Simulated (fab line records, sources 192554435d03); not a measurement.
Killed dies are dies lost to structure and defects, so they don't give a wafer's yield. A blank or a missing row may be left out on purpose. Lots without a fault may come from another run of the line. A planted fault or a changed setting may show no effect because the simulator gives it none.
Chamber matching | flow n5_finfet | N5_BEOL_M6_ETCH_65 on rie_diel-05: 4 sister chambers
The step etches SiARC in CF4, target depth 15.6 nm, time 26 s. 14 wafers are shown with their chamber, then 7 later ones without.

WAFERS WITH THEIR CHAMBER
wafer  | chamber | showerhead_plenum_p_Torr (Torr) | drypump_motor_current_A (A) | etch_rf_on_time_s (s)
L076.1 | 1       | 2.25                            | 5.3                         | 25.1
L076.2 | 3       | 2.10                            | 5.2                         | 26.0
L076.3 | 2       | 2.22                            | 5.1                         | 27.2
L076.4 | 0       | 2.10                            | 5.4                         | 25.8
L076.5 | 3       | 2.10                            | 5.2                         | 25.8
L076.6 | 2       | 2.22                            | 5.1                         | 27.0
L083.1 | 2       | 2.21                            | 5.1                         | 26.8
L083.2 | 1       | 2.24                            | 5.3                         | 25.5
L083.5 | 3       | 2.09                            | 5.2                         | 25.6
L088.1 | 2       | 2.21                            | 5.0                         | 26.6
L088.2 | 1       | 2.24                            | 5.3                         | 25.4
L088.3 | 0       | 2.09                            | 5.4                         | 25.5
L088.4 | 3       | 2.09                            | 5.2                         | 25.5
L088.5 | 1       | 2.24                            | 5.3                         | 25.3

SIGNATURES (means of the wafers above)
reading                  | chamber 0 | chamber 1 | chamber 2 | chamber 3 | scatter within a chamber
showerhead_plenum_p_Torr | 2.0950    | 2.2425    | 2.2150    | 2.0950    | 0.0057
drypump_motor_current_A  | 5.400     | 5.300     | 5.075     | 5.200     | 0.0274
etch_rf_on_time_s        | 25.650    | 25.325    | 26.900    | 25.725    | 0.219
Rule: a wafer's distance from a chamber is the root of the sum, over the readings, of the square of ((its reading less the chamber's mean) divided by the reading's scatter). The wafer belongs to the nearest chamber; if the next one is less than 2 further off, it can't be placed. The scatter: the root of (the sum of the squares of (reading less its chamber's mean) over the shown wafers, divided by (wafers less chambers)).

WAFERS WITHOUT THEIR CHAMBER
wafer  | showerhead_plenum_p_Torr (Torr) | drypump_motor_current_A (A) | etch_rf_on_time_s (s)
L088.6 | 2.09                            | 5.4                         | 25.3
L089.4 | 2.24                            | 5.3                         | 25.7
L089.5 | 2.21                            | 5.1                         | 27.2
L089.6 | 2.24                            | 5.3                         | 25.9
L091.1 | 2.21                            | 5.1                         | 26.9
L091.3 | 2.09                            | 5.2                         | 26.2
L091.6 | 2.21                            | 5.1                         | 27.0

WHICH CHAMBER EACH WENT THROUGH
wafer  | from the rows above | in truth
L088.6 | 0                   | 0
L089.4 | 1                   | 1
L089.5 | 2                   | 2
L089.6 | 1                   | 1
L091.1 | 2                   | 2
L091.3 | 3                   | 3
L091.6 | 2                   | 2
Placed correctly: 7 of 7. Can't be placed from these rows: 0. Placed wrongly: 0.
